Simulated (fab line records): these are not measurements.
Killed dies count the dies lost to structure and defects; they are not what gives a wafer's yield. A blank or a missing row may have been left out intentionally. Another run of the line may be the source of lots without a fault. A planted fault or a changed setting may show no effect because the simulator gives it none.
What tool caused it? :: flow n5_finfet :: 30 wafers from 10 lots sampled at 3 of the route's 1938 steps

WHAT THE GAUGES READ, wafer by wafer
N5_MOL_CONTACT_COAG_CD_MEAS_40 targets a cd of 25.1 nm.
lot: L328
measured: day 5 03:59
on: cd_sem-03
cd_nm (nm): 25.47 25.08 24.75

lot: L329
measured: day 5 10:33
on: cd_sem-03
cd_nm (nm): 24.88 25.12 24.99

lot: L330
measured: day 5 19:46
on: cd_sem-02
cd_nm (nm): 24.77 24.54 24.90

lot: L331
measured: day 6 02:31
on: cd_sem-03
cd_nm (nm): 25.06 25.32 25.02

lot: L332
measured: day 6 03:30
on: cd_sem-03
cd_nm (nm): 25.13 25.10 24.54

lot: L335
measured: day 6 22:11
on: cd_sem-03
cd_nm (nm): 24.93 25.53 24.81

lot: L336
measured: day 7 05:56
on: cd_sem-01
cd_nm (nm): 25.19 25.38 24.83

lot: L337
measured: day 7 13:49
on: cd_sem-03
cd_nm (nm): 25.33 24.38 24.84

lot: L342
measured: day 8 20:13
on: cd_sem-01
cd_nm (nm): 24.92 25.32 24.73

lot: L350
measured: day 11 01:28
on: cd_sem-01
cd_nm (nm): 25.51 25.05 25.01

TOOL THAT RAN EACH LOT (tool first, then ch and the chambers of the sampled wafers, then the start)
lot: L328
N5_MOL_CONTACT_COAG_ETCHBACK_135: rie_diel-05 ch 1,2,3, day 5 03:18
N5_MOL_CONTACT_COAG_STRIP_96: rie_diel-05 ch 1,2,3, day 5 03:24

lot: L329
N5_MOL_CONTACT_COAG_ETCHBACK_135: rie_diel-04 ch 1,3, day 5 09:40
N5_MOL_CONTACT_COAG_STRIP_96: rie_diel-04 ch 1,3, day 5 09:46

lot: L330
N5_MOL_CONTACT_COAG_ETCHBACK_135: rie_diel-04 ch 0,2,3, day 5 19:02
N5_MOL_CONTACT_COAG_STRIP_96: rie_diel-04 ch 0,2,3, day 5 19:08

lot: L331
N5_MOL_CONTACT_COAG_ETCHBACK_135: rie_diel-04 ch 1,3, day 6 01:40
N5_MOL_CONTACT_COAG_STRIP_96: rie_diel-04 ch 1,3, day 6 01:46

lot: L332
N5_MOL_CONTACT_COAG_ETCHBACK_135: rie_diel-05 ch 0,1,3, day 6 02:49
N5_MOL_CONTACT_COAG_STRIP_96: rie_diel-05 ch 0,1,3, day 6 02:55

lot: L335
N5_MOL_CONTACT_COAG_ETCHBACK_135: rie_diel-04 ch 2,3, day 6 21:30
N5_MOL_CONTACT_COAG_STRIP_96: rie_diel-04 ch 2,3, day 6 21:36

lot: L336
N5_MOL_CONTACT_COAG_ETCHBACK_135: rie_diel-04 ch 0,1,2, day 7 05:16
N5_MOL_CONTACT_COAG_STRIP_96: rie_diel-04 ch 0,1,2, day 7 05:22

lot: L337
N5_MOL_CONTACT_COAG_ETCHBACK_135: rie_diel-03 ch 0,1,2, day 7 13:08
N5_MOL_CONTACT_COAG_STRIP_96: rie_diel-03 ch 0,1,2, day 7 13:14

lot: L342
N5_MOL_CONTACT_COAG_ETCHBACK_135: rie_diel-04 ch 0,2,3, day 8 19:23
N5_MOL_CONTACT_COAG_STRIP_96: rie_diel-04 ch 0,2,3, day 8 19:29

lot: L350
N5_MOL_CONTACT_COAG_ETCHBACK_135: rie_diel-03 ch 2,3, day 11 00:47
N5_MOL_CONTACT_COAG_STRIP_96: rie_diel-03 ch 2,3, day 11 00:53
- N5_MOL_CONTACT_COAG_ETCHBACK_135: etches SiO2 in CHF3, target depth 25 nm, time 16.7 s.
- N5_MOL_CONTACT_COAG_STRIP_96: strips in N2/H2.

THE ANSWER, worked out from the rows above alone
Rule: the usual values come from the lots themselves. Put in order of their means at a reading, lots are off if they are a third of the lots or fewer, leave a main group of 4 or more, and stand apart from it by a gap of 3 or more times the standard deviation of the main group's means; of several such gaps the widest counts. A main group is skipped when, at the precision printed for the reading in the tables above, its means are all equal. A lot without any number at a reading at which 4 lots or more have one is off too. The other lots that the step has rows for count as sound.
No lot is off at any reading shown: from this, nothing can be told.

WHAT THE SIMULATOR HAD PUT IN
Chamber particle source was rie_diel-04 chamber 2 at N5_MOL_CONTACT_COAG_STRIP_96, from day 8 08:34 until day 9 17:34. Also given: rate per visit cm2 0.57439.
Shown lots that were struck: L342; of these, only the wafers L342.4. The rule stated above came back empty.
